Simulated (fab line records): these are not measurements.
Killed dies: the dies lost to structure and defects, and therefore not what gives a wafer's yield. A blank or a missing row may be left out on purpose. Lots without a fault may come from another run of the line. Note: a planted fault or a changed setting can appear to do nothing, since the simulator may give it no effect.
fab line records	flow nand_harc
record: lots: 6	wafers: 18	last_day: 24
route steps=1159 shown A_CONTACT@932 A_BLC@964 END@1159
lots that met no fault: from a run of the same line without faults
start_h: hours from the record's first day to the start of the lot's first wafer shown	wait_h: time in hours since the lot's previous step	" identical to the entry in the row above	L1.1+2: a single row standing in for several wafers	- value missing, or start not given	* or withheld: withheld	< > ~ a bound
route shown NAME@n: names a module that has steps shown in the file, with the first one's number in the route	usual: the fault-free wafers' mean and standard deviation	same: alike in all rows	chamber/n: place in a boat	sites: per-site readings	_std_site: how widely they spread, as a standard deviation	_edge_site: mean of outer sites minus mean of inner sites	radius_mm: for every site, how far away it sits from the centre of the wafer	mask NAME#n: copy n	behind: the tool/chamber that last shaped the wafer	hold: cause of the lot's hold/its duration in hours/its outcome	device: whichever transistor did not switch (one of n, p or np)	end of line: at the end of the route, the tests of the same wafers	a step without rows: its recipe alone	killed: dies that structure and defects cost at the first sort, which is not the same as the wafer's yield	map: dies across one wafer; x = killed, . = not, _ = none there
set.NAME: setting as actually run; set.NAME@STEP: the setting as run at that earlier step	model.NAME: the simulator's own value behind a step, which no gauge read
lots seen at some steps along the route; tables by step, rows by wafer
services: when a tool's chamber went out of use (start_h, in hours from the record's first day, below 0 if earlier), for how many hours, and the reason
== steps ==
step: NHARC_A_CONTACT_EXPOSE_05
recipe: na: 1.35	sigma_outer: 0.8	dose_mj: 84.24	mask_id: A_CC
step: NHARC_A_CONTACT_PEB_06
recipe: peb_temp_c: 100	peb_time_s: 65
step: NHARC_A_CONTACT_DEVELOP_07
recipe: develop_time_s: 35	dev_temp_c: 23
step: NHARC_A_CONTACT_CD_MEAS_08
recipe: target_cd_nm: 100	landing_energy_ev: 500
usual: cd_nm: 100.0/0.49
lot.wafer	tool	chamber	start_h	wait_h	cd_nm
L208.1	cd_sem-03	0	427.62	-	100.2
L208.5	"	0	"	"	99.9
L208.6	"	0	"	"	100.4
L212.4	cd_sem-02	0	443.26	-	99.9
L212.5	"	0	"	"	99.3
L212.6	"	0	"	"	99.9
L215.3	cd_sem-01	0	455.24	-	100.4
L215.5	"	0	"	"	100.4
L215.6	"	0	"	"	100.5
L222.2	cd_sem-03	0	503.72	-	99.9
L222.5	"	0	"	"	99.8
L222.6	"	0	"	"	99.7
L225.1	cd_sem-03	0	508.52	-	99.8
L225.2	"	0	"	"	100.0
L225.4	"	0	"	"	99.3
L226.3	cd_sem-03	0	517.57	-	99.5
L226.5	"	0	"	"	99.2
L226.6	"	0	"	"	99.8
step: NHARC_A_CONTACT_OVL_MEAS_09
usual: overlay_x_nm: 0.2/0.77	overlay_y_nm: 0.3/0.66
lot.wafer	tool	chamber	start_h	wait_h	overlay_x_nm	overlay_y_nm
L208.1	overlay-01	-	427.71	-	0.0	0.6
L208.5	"	-	"	"	0.2	0.7
L208.6	"	-	"	"	-0.6	0.8
L212.4	overlay-01	-	443.34	-	0.6	0.3
L212.5	"	-	"	"	-0.1	0.2
L212.6	"	-	"	"	0.1	0.3
L215.3	overlay-01	-	455.33	-	0.1	-0.6
L215.5	"	-	"	"	-0.2	-0.4
L215.6	"	-	"	"	0.2	-1.1
L222.2	overlay-01	-	503.81	-	0.8	0.0
L222.5	"	-	"	"	0.5	1.1
L222.6	"	-	"	"	0.5	0.8
L225.1	overlay-02	-	508.61	-	1.6	0.1
L225.2	"	-	"	"	1.3	-0.2
L225.4	"	-	"	"	1.7	0.6
L226.3	overlay-02	-	517.66	-	-1.2	1.3
L226.5	"	-	"	"	-0.5	1.2
L226.6	"	-	"	"	-1.0	1.0
step: NHARC_A_CONTACT_INSPECT_10
usual: raw_defect_count: 31/17
lot.wafer	tool	chamber	start_h	wait_h	raw_defect_count
L208.1	defect_inspect-01	-	427.75	0.0	24
L208.5	"	-	"	"	16
L208.6	"	-	"	"	20
L212.4	defect_inspect-01	-	443.38	0.0	41
L212.5	"	-	"	"	40
L212.6	"	-	"	"	38
L215.3	defect_inspect-01	-	455.37	0.0	22
L215.5	"	-	"	"	34
L215.6	"	-	"	"	33
L222.2	defect_inspect-01	-	503.84	0.0	18
L222.5	"	-	"	"	18
L222.6	"	-	"	"	15
L225.1	defect_inspect-01	-	508.64	0.0	40
L225.2	"	-	"	"	37
L225.4	"	-	"	"	35
L226.3	defect_inspect-02	-	517.69	0.0	58
L226.5	"	-	"	"	53
L226.6	"	-	"	"	42
step: NHARC_A_CONTACT_DESCUM_13
recipe: time_s: 3	o2_flow_sccm: 200	ar_flow_sccm: 0	bias_power_w: 0	chemistry: O2
step: NHARC_A_CONTACT_ETCH_88
recipe: target_depth_a: 390	over_etch_frac: 0.3	time_s: 65	ion_energy_ev: 80	cf4_flow_sccm: 150	ar_flow_sccm: 0	rf_w: 300	bias_w: 100	chemistry: CF4
step: NHARC_A_CONTACT_ETCH_89
recipe: target_depth_a: 2600	over_etch_frac: 0.3	time_s: 475.3	ion_energy_ev: 200	n2_flow_sccm: 150	h2_flow_sccm: 150	ar_flow_sccm: 0	rf_w: 400	bias_w: 150	chemistry: N2/H2
step: NHARC_A_CONTACT_ETCH_30
recipe: target_depth_a: 605	time_s: 30.2	cf4_flow_sccm: 100	chf3_flow_sccm: 30	ar_flow_sccm: 0	rf_w: 500	bias_w: 200	chemistry: CF4/CHF3
usual: drypump_motor_current_A: 5.8/0.31	oes_product_au: 0.943/0.023	rf_fwd_power_W: 492.5/2.1	rf_vpp_V: 370.0/2.6	showerhead_plenum_p_Torr: 1.56/0.078	throttle_valve_pct: 16.802/0.0095
same: time_s: 30.2
lot.wafer	tool	chamber	start_h	wait_h	drypump_motor_current_A	oes_product_au	rf_fwd_power_W	rf_hours_counter_h	rf_vpp_V	showerhead_plenum_p_Torr	throttle_valve_pct
L208.1	rie_diel-09	0	-	-	5.8	0.923	493.6	31	368.5	1.49	16.804
L208.5	"	1	"	"	5.5	0.930	487.4	-	366.1	1.49	16.798
L208.6	"	2	"	"	6.0	0.909	493.4	-	366.7	1.46	16.796
L212.4	rie_diel-03	2	-	-	5.9	0.943	491.2	17	372.3	1.62	16.798
L212.6	"	3	"	"	5.7	0.960	494.5	-	368.6	1.50	16.792
L212.5	"	0	"	"	5.9	0.962	495.2	-	369.9	1.56	16.806
L215.3	rie_diel-09	3	-	-	6.1	0.957	495.3	3	372.2	1.59	16.809
L215.5	"	3	"	"	6.1	0.965	498.2	-	371.2	1.59	16.801
L215.6	"	0	"	"	5.8	0.975	490.9	-	368.9	1.49	16.805
L222.2	rie_diel-02	3	-	-	6.4	0.927	492.3	60	375.0	1.68	16.810
L222.6	"	0	"	"	6.3	0.931	495.9	-	368.8	1.51	16.793
L222.5	"	1	"	"	5.1	0.927	491.1	-	373.8	1.68	16.817
L225.1	rie_diel-09	2	-	-	6.0	0.944	492.3	12	375.6	1.70	16.800
L225.4	"	3	"	"	6.1	0.950	495.5	13	371.1	1.59	16.833
L225.2	"	1	"	"	5.5	0.942	493.8	13	366.1	1.48	16.789
L226.3	rie_diel-02	1	-	-	5.1	0.985	492.1	1	374.8	1.68	16.794
L226.5	"	1	"	"	5.1	0.978	489.7	-	374.7	1.68	16.796
L226.6	"	2	"	"	5.6	0.974	491.4	-	368.3	1.51	16.795
step: NHARC_A_CONTACT_ETCH_31
recipe: target_depth_a: 20000	over_etch_frac: 0.3	time_s: 520	ion_energy_ev: 150	o2_flow_sccm: 400	cos_flow_sccm: 20	ar_flow_sccm: 0	rf_w: 500	bias_w: 300	chemistry: O2/COS
step: NHARC_A_CONTACT_ETCH_134
recipe: source_w: withheld	pressure_mtorr: 20	bias_v: withheld	time_s: 140	target_depth_a: 7000	ar_flow_sccm: withheld	c4f8_flow_sccm: withheld	o2_flow_sccm: withheld	chemistry: C4F8/O2/Ar
step: NHARC_A_CONTACT_ETCH_135
recipe: source_w: withheld	pressure_mtorr: 20	bias_v: 3000	time_s: 132	target_depth_a: 12870	ar_flow_sccm: withheld	c4f8_flow_sccm: withheld	o2_flow_sccm: withheld	chemistry: C4F8/O2/Ar
same: time_s: 132
lot.wafer	tool	chamber	start_h	wait_h	rf_hours_counter_h
L208.1	har_cap_etch-02	0	428.99	0.2	17
L208.6	"	0	"	"	-
L208.5	"	1	"	"	-
L212.4	har_cap_etch-01	1	444.79	0.1	-
L212.6	"	0	"	"	-
L212.5	"	1	"	"	-
L215.3	har_cap_etch-02	1	456.66	0.1	-
L215.5	"	1	"	"	-
L215.6	"	0	"	"	-
L222.2	har_cap_etch-02	1	505.09	0.2	31
L222.5	"	1	"	"	-
L222.6	"	0	"	"	-
L225.1	har_cap_etch-02	0	509.92	0.2	32
L225.2	"	1	"	"	32
L225.4	"	0	"	"	-
L226.3	har_cap_etch-01	1	519.03	0.1	-
L226.6	"	0	"	"	-
L226.5	"	1	"	"	-
step: NHARC_A_CONTACT_ETCH_136
recipe: source_w: withheld	pressure_mtorr: 20	bias_v: 3000	time_s: 132	target_depth_a: 12870	ar_flow_sccm: withheld	c4f8_flow_sccm: withheld	o2_flow_sccm: withheld	chemistry: C4F8/O2/Ar
step: NHARC_A_CONTACT_ETCH_137
recipe: source_w: withheld	pressure_mtorr: 20	bias_v: 3000	time_s: 132	target_depth_a: 12870	ar_flow_sccm: withheld	c4f8_flow_sccm: withheld	o2_flow_sccm: withheld	chemistry: C4F8/O2/Ar
same: time_s: 132
lot.wafer	tool	chamber	start_h	wait_h	rf_hours_counter_h
L208.1	har_cap_etch-02	0	429.24	0.1	17
L208.6	"	0	"	"	-
L208.5	"	1	"	"	-
L212.4	har_cap_etch-01	1	445.04	0.1	-
L212.6	"	0	"	"	-
L212.5	"	1	"	"	-
L215.3	har_cap_etch-02	1	456.90	0.1	-
L215.5	"	1	"	"	-
L215.6	"	0	"	"	-
L222.2	har_cap_etch-02	1	505.34	0.1	31
L222.5	"	1	"	"	-
L222.6	"	0	"	"	-
L225.1	har_cap_etch-02	0	510.17	0.1	32
L225.2	"	1	"	"	32
L225.4	"	0	"	"	-
L226.3	har_cap_etch-01	1	519.27	0.1	-
L226.6	"	0	"	"	-
L226.5	"	1	"	"	-
step: NHARC_A_CONTACT_ETCH_138
recipe: source_w: withheld	pressure_mtorr: 20	bias_v: 3000	time_s: 132	target_depth_a: 12890	ar_flow_sccm: withheld	c4f8_flow_sccm: withheld	o2_flow_sccm: withheld	chemistry: C4F8/O2/Ar
step: NHARC_A_CONTACT_ETCH_139
recipe: source_w: withheld	pressure_mtorr: 20	bias_v: 400	time_s: 137	target_depth_a: 5900	ar_flow_sccm: withheld	c4f8_flow_sccm: 11.5	o2_flow_sccm: 7.2	chemistry: C4F8/O2/Ar
step: NHARC_A_CONTACT_ETCH_92
recipe: target_depth_a: 400	over_etch_frac: 0.5	time_s: 85.7	ion_energy_ev: 120	ch3f_flow_sccm: 50	o2_flow_sccm: 30	ar_flow_sccm: 200	rf_w: 500	bias_w: 100	chemistry: CH3F/O2
step: NHARC_A_CONTACT_ETCH_98
recipe: target_depth_a: 200	over_etch_frac: 0.5	time_s: 10	ion_energy_ev: 250	c4f6_flow_sccm: 25	o2_flow_sccm: 20	ar_flow_sccm: 500	rf_w: 600	bias_w: 500	chemistry: C4F6/O2
step: NHARC_A_CONTACT_CD_MEAS_15
usual: cd_nm: 89.8/0.62
lot.wafer	tool	chamber	start_h	wait_h	cd_nm
L208.1	cd_sem-03	-	430.12	-	88.8
L208.5	"	-	"	"	88.8
L208.6	"	-	"	"	88.6
L212.4	cd_sem-02	-	445.85	-	89.9
L212.5	"	-	"	"	90.1
L212.6	"	-	"	"	89.6
L215.3	cd_sem-03	-	457.74	-	90.6
L215.5	"	-	"	"	90.0
L215.6	"	-	"	"	90.9
L222.2	cd_sem-01	-	506.31	-	89.0
L222.5	"	-	"	"	89.4
L222.6	"	-	"	"	90.3
L225.1	cd_sem-02	-	511.06	-	90.1
L225.2	"	-	"	"	90.7
L225.4	"	-	"	"	89.8
L226.3	cd_sem-02	-	520.09	-	88.7
L226.5	"	-	"	"	89.6
L226.6	"	-	"	"	89.2
step: NHARC_A_CONTACT_STRIP_107
recipe: n2_flow_sccm: 150	h2_flow_sccm: 150	ar_flow_sccm: 0	bias_w: 0	chemistry: N2/H2
step: NHARC_A_CONTACT_STRIP_108
recipe: cf4_flow_sccm: 100	chf3_flow_sccm: 30	ar_flow_sccm: 0	bias_w: 0	chemistry: CF4/CHF3
step: NHARC_A_CONTACT_STRIP_109
recipe: o2_flow_sccm: 400	cos_flow_sccm: 20	ar_flow_sccm: 0	bias_w: 0	chemistry: O2/COS
step: NHARC_A_CONTACT_ETCH_110
recipe: target_depth_a: 500	overetch_a: 50	time_s: 27.5	ion_energy_ev: 100	cf4_flow_sccm: 80	o2_flow_sccm: 20	ar_flow_sccm: 0	rf_w: 300	bias_w: 100	chemistry: CF4/O2
usual: drypump_motor_current_A: 5.8/0.31	oes_product_au: 0.999/0.0093	rf_fwd_power_W: 295.4/1.2	rf_vpp_V: 197.6/1.6	showerhead_plenum_p_Torr: 1.32/0.068	throttle_valve_pct: 13.398/0.0089
same: time_s: 27.5
lot.wafer	tool	chamber	start_h	wait_h	drypump_motor_current_A	oes_product_au	rf_fwd_power_W	rf_hours_counter_h	rf_vpp_V	showerhead_plenum_p_Torr	throttle_valve_pct
L208.1	rie_diel-09	1	430.66	0.3	5.5	1.000	294.2	29	198.2	1.26	13.399
L208.5	"	2	"	"	6.0	0.984	294.3	-	195.4	1.23	13.408
L208.6	"	3	"	"	6.1	1.006	296.7	-	198.1	1.35	13.390
L212.4	rie_diel-03	0	446.14	0.1	5.9	0.997	297.5	19	196.9	1.32	13.397
L212.6	"	2	"	"	5.8	1.003	295.3	-	199.7	1.38	13.393
L212.5	"	3	"	"	5.7	1.002	295.6	-	197.1	1.27	13.394
L215.3	rie_diel-02	0	458.04	0.1	6.3	0.996	296.3	44	196.5	1.28	13.385
L215.6	"	2	"	"	5.6	1.005	293.8	-	196.3	1.29	13.416
L215.5	"	3	"	"	6.4	0.986	295.5	-	199.5	1.44	13.402
L222.2	rie_diel-03	1	506.60	0.1	5.6	0.995	294.1	42	197.1	1.33	13.394
L222.6	"	1	"	"	5.6	0.986	294.7	-	197.3	1.33	13.406
L222.5	"	2	"	"	5.9	1.008	295.7	-	198.6	1.37	13.398
L225.2	rie_diel-09	3	511.45	0.1	6.1	1.004	295.6	13	198.4	1.35	13.370
L225.1	"	0	"	"	5.8	0.999	294.6	14	196.8	1.26	13.403
L225.4	"	0	"	"	5.8	1.000	294.2	-	195.4	1.26	13.395
L226.3	rie_diel-02	2	520.38	0.1	5.7	0.987	293.7	1	196.5	1.28	13.411
L226.6	"	1	"	"	5.1	1.000	294.9	-	201.1	1.43	13.408
L226.5	"	2	"	"	5.7	0.985	294.5	-	196.8	1.28	13.406
step: NHARC_A_CONTACT_STRIP_26
recipe: o2_flow_sccm: 500	ar_flow_sccm: 0	bias_w: 0	chemistry: O2
step: NHARC_A_CONTACT_STRIP_27
recipe: time_s: 600	temp_c: 30	chemistry: post_etch_residue_remover
step: NHARC_A_CONTACT_ALD_18
recipe: target_thk_a: 30	pulse_time_s: 1	ald_cycles: 150	temp_c: 450	material: TiN
usual: heater_power_w: 1115/100	precursor_pulse_height_rel: 1.000/0.02
same: ald_cycles: 150
lot.wafer	tool	chamber	start_h	wait_h	heater_power_w	precursor_pulse_height_rel
L208.1	ald_metal-01	0	431.32	-	1031	1.005
L208.6	"	3	"	"	1269	0.977
L208.5	"	0	"	"	1046	0.988
L212.4	ald_metal-02	2	446.82	-	922	1.017
L212.5	"	0	"	"	1088	1.005
L212.6	"	1	"	"	1027	1.023
L215.3	ald_metal-02	0	458.72	-	1082	0.969
L215.5	"	2	"	"	929	1.017
L215.6	"	3	"	"	1189	1.018
L222.2	ald_metal-02	3	507.26	-	1162	1.022
L222.6	"	2	"	"	919	0.988
L222.5	"	3	"	"	1157	0.989
L225.2	ald_metal-02	3	512.15	-	1183	1.004
L225.4	"	0	"	"	1132	0.971
L225.1	"	1	"	"	1032	1.014
L226.3	ald_metal-03	0	521.09	-	1187	0.990
L226.5	"	1	"	"	1246	1.015
L226.6	"	2	"	"	1245	1.000
step: NHARC_A_CONTACT_CVD_19
recipe: target_thk_a: 3000	temp_c: 300	pressure_torr: 40	wf6_flow_sccm: 40	h2_flow_sccm: 1600	ar_flow_sccm: 1560	time_s: 802	material: W
usual: heater_power_w: 440/35	mfc_h2_sccm: 1600/4.9	throttle_valve_pct: 7.8/0.35
same: time_s: 802
lot.wafer	tool	chamber	start_h	wait_h	heater_power_w	mfc_h2_sccm	throttle_valve_pct
L208.1	cvd_w-02	0	-	-	398	1601	8.3
L208.5	"	1	"	"	493	1594	7.3
L208.6	"	0	"	"	397	1601	8.3
L212.4	cvd_w-02	1	-	-	492	1602	7.4
L212.6	"	1	"	"	500	1604	7.2
L212.5	"	0	"	"	414	1603	8.0
L215.3	cvd_w-02	1	-	-	495	1607	7.1
L215.5	"	1	"	"	491	1604	7.1
L215.6	"	1	"	"	484	1598	7.6
L222.2	cvd_w-02	1	-	-	496	1604	7.9
L222.6	"	0	"	"	412	1598	8.0
L222.5	"	1	"	"	498	1614	7.5
L225.1	cvd_w-01	1	-	-	414	1605	7.8
L225.2	"	0	"	"	444	1605	7.6
L225.4	"	0	"	"	447	1605	7.9
L226.3	cvd_w-02	0	-	-	417	1596	7.9
L226.6	"	0	"	"	410	1598	7.9
L226.5	"	1	"	"	497	1593	7.2
step: NHARC_A_CONTACT_CMP_20
recipe: t_overpolish_s: 30	target_thk_nm: 300
step: NHARC_A_CONTACT_SRD_22
step: NHARC_A_BLC_DEHYDRATE_00
recipe: temp_c: 150	time_s: 120
step: NHARC_A_BLC_HMDS_01
recipe: time_s: 30
step: NHARC_A_BLC_COAT_02
recipe: temp_c: 260	time_s: 75
step: NHARC_A_BLC_COAT_03
recipe: temp_c: 225	time_s: 65
step: NHARC_A_BLC_COAT_04
recipe: spin_rpm: 1500	resist_thk_nm: 90
step: NHARC_A_BLC_SOFTBAKE_05
recipe: temp_c: 105	time_s: 55
step: NHARC_A_BLC_EBR_06
step: NHARC_A_BLC_EXPOSE_07
recipe: na: 1.35	target_cd_nm: 100	dose_mj: 67.97	mask_id: A_BLC
step: NHARC_A_BLC_PEB_08
recipe: peb_temp_c: 100	peb_time_s: 65
step: NHARC_A_BLC_DEVELOP_09
recipe: develop_time_s: 35	dev_temp_c: 23
step: NHARC_END_SORT_01
recipe: temp_c: 25
usual: killed_at_array: 28/11	killed_at_other: 0.5/0.85	killed_at_periphery: 2.7/1.9	killed_dies: 32/12	killed_open: 3.3/1.6	killed_short: 2.1/1.5
same: gross_dies: 677
lot.wafer	tool	chamber	start_h	wait_h	killed_at_array	killed_at_other	killed_at_periphery	killed_dies	killed_open	killed_short
L208.1	prober-01	0	488.32	2.5	20	0	4	24	5	1
L208.5	prober-01	0	491.53	3.7	18	0	5	23	2	2
L208.6	prober-01	0	492.33	4.0	26	0	2	28	7	4
L212.4	prober-01	0	500.84	3.4	36	2	0	38	3	3
L212.5	prober-01	0	501.65	3.7	34	0	0	34	3	1
L212.6	prober-01	0	502.45	4.0	30	2	2	34	2	3
L215.3	prober-02	0	522.28	3.1	23	1	3	27	3	0
L215.5	prober-02	0	523.90	3.7	31	2	3	36	1	2
L215.6	prober-02	0	524.71	4.0	25	4	1	30	2	0
L222.2	prober-02	0	564.74	2.8	26	0	0	26	5	2
L222.5	prober-02	0	567.14	3.7	19	0	2	21	1	2
L222.6	prober-02	0	567.94	4.0	128	1	2	131	4	1
L225.1	prober-01	0	571.82	2.5	137	0	5	142	8	2
L225.2	prober-01	0	572.61	2.8	36	0	5	41	3	4
L225.4	prober-01	0	574.18	3.3	124	0	8	132	2	8
L226.3	prober-01	0	581.06	3.0	62	0	1	63	4	2
L226.5	prober-01	0	582.64	3.7	54	1	3	58	3	3
L226.6	prober-01	0	583.44	4.0	40	0	5	45	5	0
killed by level:class
L208.1 A_SLIT:chamber_film_flake=11 A_CONTACT:geometric_particle:open=3 A_CHANNEL_HOLE_D1:chamber_film_flake=3 P_GATE:geometric_particle:open=2 A_CHANNEL_HOLE_D1:geometric_particle:short=1 P_STI:chamber_film_flake=1 P_GATE:chamber_film_flake=1 A_WL_FILL:chamber_film_flake=1
L208.5 A_SLIT:chamber_film_flake=10 A_CHANNEL_HOLE_D1:chamber_film_flake=3 A_CHANNEL_FILL_D1:geometric_particle:short=2 P_BONDPAD:chamber_film_flake=2 P_CONTACT:geometric_particle:open=1 A_SGD_CUT:geometric_particle:open=1 P_ZERO_WELL:chamber_film_flake=1 P_STI:chamber_film_flake=1
L208.6 A_SLIT:chamber_film_flake=9 A_CHANNEL_HOLE_D1:chamber_film_flake=4 A_CONTACT:geometric_particle:open=3 A_CHANNEL_FILL_D1:geometric_particle:open=2 A_WL_FILL:geometric_particle:short=2 A_ONON_D1:geometric_particle:open=1 A_CHANNEL_HOLE_D1:geometric_particle:open=1 A_CHANNEL_HOLE_D1:geometric_particle:short=1
L212.4 A_CHANNEL_HOLE_D1:chamber_film_flake=14 A_SLIT:chamber_film_flake=12 A_CHANNEL_FILL_D1:geometric_particle:short=2 A_STAIRCASE:chamber_film_flake=2 THIN_TSV:chamber_film_flake=2 A_CHANNEL_HOLE_D1:geometric_particle:short=1 A_SGD_CUT:geometric_particle:open=1 A_WL_FILL:geometric_particle:open=1
L212.5 A_CHANNEL_HOLE_D1:chamber_film_flake=13 A_SLIT:chamber_film_flake=10 A_CONTACT:chamber_film_flake=3 A_ZERO_WELL:chamber_film_flake=2 A_STAIRCASE:chamber_film_flake=2 A_ONON_D1:geometric_particle:open=1 A_WL_FILL:geometric_particle:open=1 A_CONTACT:geometric_particle:open=1
L212.6 A_SLIT:chamber_film_flake=12 A_CHANNEL_HOLE_D1:chamber_film_flake=10 A_STAIRCASE:chamber_film_flake=2 THIN_TSV:chamber_film_flake=2 P_GATE:geometric_particle:open=1 A_ONON_D1:geometric_particle:short=1 A_CHANNEL_HOLE_D1:geometric_particle:short=1 A_CHANNEL_FILL_D1:geometric_particle:short=1
L215.3 A_SLIT:chamber_film_flake=8 A_CHANNEL_HOLE_D1:chamber_film_flake=5 A_STAIRCASE:chamber_film_flake=4 A_CONTACT:geometric_particle:open=2 A_SOURCE_PLATE:geometric_particle:open=1 P_ZERO_WELL:chamber_film_flake=1 P_STI:chamber_film_flake=1 P_GATE:chamber_film_flake=1
L215.5 A_SLIT:chamber_film_flake=19 A_CHANNEL_HOLE_D1:chamber_film_flake=4 P_GATE:chamber_film_flake=2 A_CHANNEL_FILL_D1:chamber_film_flake=2 THIN_TSV:chamber_film_flake=2 A_CHANNEL_FILL_D1:geometric_particle:open=1 A_STAIRCASE:geometric_particle:short=1 A_WL_FILL:geometric_particle:short=1
L215.6 A_SLIT:chamber_film_flake=14 A_WL_FILL:chamber_film_flake=4 THIN_TSV:chamber_film_flake=4 A_CHANNEL_HOLE_D1:chamber_film_flake=3 A_STAIRCASE:chamber_film_flake=2 P_CONTACT:geometric_particle:open=1 A_WL_FILL:geometric_particle:open=1 A_CHANNEL_FILL_D1:chamber_film_flake=1
L222.2 A_CHANNEL_HOLE_D1:chamber_film_flake=9 A_STAIRCASE:chamber_film_flake=4 A_CONTACT:chamber_film_flake=3 A_BLC:geometric_particle:open=2 A_CHANNEL_FILL_D1:chamber_film_flake=2 A_ONON_D1:geometric_particle:open=1 A_CHANNEL_FILL_D1:geometric_particle:open=1 A_SGD_CUT:geometric_particle:short=1
L222.5 A_CHANNEL_HOLE_D1:chamber_film_flake=10 A_STAIRCASE:chamber_film_flake=3 A_CHANNEL_FILL_D1:chamber_film_flake=2 A_CONTACT:chamber_film_flake=2 P_GATE:geometric_particle:open=1 A_STAIRCASE:geometric_particle:short=1 A_M1:geometric_particle:short=1 P_STI:chamber_film_flake=1
L222.6 A_CONTACT:unspecified=115 A_CHANNEL_HOLE_D1:chamber_film_flake=6 A_CONTACT:chamber_film_flake=2 P_CONTACT:geometric_particle:short=1 A_SOURCE_PLATE:geometric_particle:open=1 A_SGD_CUT:geometric_particle:open=1 A_CONTACT:geometric_particle:open=1 P_ZERO_WELL:chamber_film_flake=1
L225.1 A_CONTACT:unspecified=105 A_SLIT:chamber_film_flake=13 A_CHANNEL_HOLE_D1:chamber_film_flake=6 A_CONTACT:chamber_film_flake=3 P_ZERO_WELL:chamber_film_flake=2 A_SGD_CUT:chamber_film_flake=2 P_GATE:geometric_particle:open=1 P_M0:geometric_particle:open=1
L225.2 A_SLIT:chamber_film_flake=17 A_CHANNEL_HOLE_D1:chamber_film_flake=4 A_CHANNEL_FILL_D1:geometric_particle:open=3 A_CONTACT:chamber_film_flake=3 P_ZERO_WELL:chamber_film_flake=2 P_BONDPAD:chamber_film_flake=2 A_STAIRCASE:chamber_film_flake=2 A_SGD_CUT:chamber_film_flake=2
L225.4 A_CONTACT:unspecified=100 A_SLIT:chamber_film_flake=11 A_CHANNEL_FILL_D1:geometric_particle:short=3 P_ZERO_WELL:chamber_film_flake=3 P_BONDPAD:chamber_film_flake=3 A_ONON_D1:geometric_particle:short=2 A_CHANNEL_HOLE_D1:chamber_film_flake=2 P_CONTACT:geometric_particle:short=1
L226.3 A_SLIT:chamber_film_flake=27 A_CHANNEL_HOLE_D1:chamber_film_flake=11 A_STAIRCASE:chamber_film_flake=9 A_BLC:chamber_film_flake=5 A_CONTACT:chamber_film_flake=2 A_M1:chamber_film_flake=2 P_M0:geometric_particle:short=1 A_SOURCE_PLATE:geometric_particle:open=1
L226.5 A_SLIT:chamber_film_flake=29 A_M1:chamber_film_flake=7 A_STAIRCASE:chamber_film_flake=6 A_CONTACT:chamber_film_flake=5 A_CHANNEL_HOLE_D1:chamber_film_flake=3 P_GATE:geometric_particle:short=1 P_CONTACT:geometric_particle:open=1 A_WL_FILL:geometric_particle:short=1
L226.6 A_SLIT:chamber_film_flake=20 A_STAIRCASE:chamber_film_flake=8 A_CHANNEL_HOLE_D1:chamber_film_flake=4 A_M1:chamber_film_flake=4 A_CONTACT:chamber_film_flake=2 P_STI:geometric_particle:open=1 P_GATE:geometric_particle:open=1 P_M2:geometric_particle:open=1
map L222.6 (x killed, . not)
____________.____________
_________......._________
_______..........._______
______.............______
_____..............._____
____.................____
____..............x..____
___...................___
___...................___
__.....................__
__.....................__
_......................._
_......................x_
_x....................x._
_xx....................._
_..x..........x........._
..x..........xx..........
...........xx............
...........xxxxxxx.......
....x....xxxxxxxxx.......
...........xxxxxx........
_........xxxxxxxxxx....._
_........xxxxxxxxxx....._
_.........xxxxxxxx......_
_....x...xxxxxxxxxx....._
_........xxxxxxxxxx....._
__......xxxxxxxxxxx....__
__.....x..xxxxxxxxx....__
___......xxxxxxxxxx...___
___........xxxxxx.....___
____......x.xxx.x....____
____............x....____
_____.........x....._____
______..x.x........______
_______..........._______
_________......._________
____________.____________
map L225.1 (x killed, . not)
____________.____________
_________......._________
_______..........._______
______.............______
_____..............._____
____........x........____
____.................____
___...................___
___...................___
__.........x...........__
__.....................__
_.x....................._
_x......................_
_......................._
_.xxx..................._
_.xxx..................._
.x.x................x....
..x..........x..x........
.xx.x.....xxxxxx..x......
x.......xxxxxxxx.........
..........xxxxxxxxxx.....
_.......x.xxxxxxx.x....._
_x.....x.xxxxxxxxxx....._
_.......xxxxxxxxxxxx...._
_........xxxxxxxxx......_
_........xxxxxxxxxxx.x.._
__.......xxxxxxxxxx....__
__.......xxxxxxxxxx....__
___.......xxxxxxx.....___
___.....x.xxxxxxx.....___
____........x.xxx...x____
____..........x....x.____
_____...........x..._____
______.............______
_______..........._______
_________......._________
____________.____________
== services ==
tool	chamber	start_h	hours	kind
ald_metal-01	3	408.07	18.1	repair
rie_diel-09	0	410.74	-	clean
rie_diel-09	1	410.74	-	clean
rie_diel-09	2	410.74	-	clean
rie_diel-09	3	410.74	-	clean
rie_diel-09	1	416.14	3.3	repair
rie_diel-09	-	431.41	9.0	pm
rie_diel-09	0	431.41	9.0	vent_cycle
rie_diel-09	1	431.41	9.0	vent_cycle
rie_diel-09	2	431.41	9.0	vent_cycle
rie_diel-09	3	431.41	9.0	vent_cycle
rie_diel-09	0	440.41	-	clean
rie_diel-09	1	440.41	-	clean
rie_diel-09	2	440.41	-	clean
rie_diel-09	2	440.41	-	consumable_replace:showerhead
ald_metal-01	-	458.35	10.0	pm
ald_metal-03	2	460.06	26.1	repair
rie_diel-02	1	467.53	6.4	repair
cvd_w-01	-	480.94	13.0	pm
rie_diel-03	0	486.63	5.8	repair
ald_metal-03	-	500.00	10.0	pm
ald_metal-02	-	504.04	0.3	repair
rie_diel-02	-	505.06	9.0	pm
rie_diel-09	2	509.84	4.7	repair
== key ==
first_sign: step: NHARC_END_SORT_01	reading: killed_at_array	direction: up	sigmas: 8.9	usual: 28	struck: 130
effect: step: NHARC_END_SORT_01	reading: killed_dies	direction: up	sigmas: 8.8	usual: 32	struck: 135
more_kills_born_at: NHARC_A_CONTACT_ETCH_135@har_cap_etch-02: 320
met_at NHARC_A_CONTACT_ETCH_135
struck_wafers L222.6,L225.1,L225.4
tester_left_out L222,L225
onset_between 456.66 505.09
fault: kind: chamber_particle_source	tool: har_cap_etch-02	chamber: 0	onset_h: 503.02	steps: NHARC_A_CONTACT_ETCH_135	rate_per_visit_cm2: 2.0739	end_h: 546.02
tester_left_out: of these lots the tester's yield and bins aren't shown, on N5 and GAA mostly nor the transistor test; their killed dies are dies lost to structure and defects alone, not to doping, threshold or leakage, so they don't give the yield
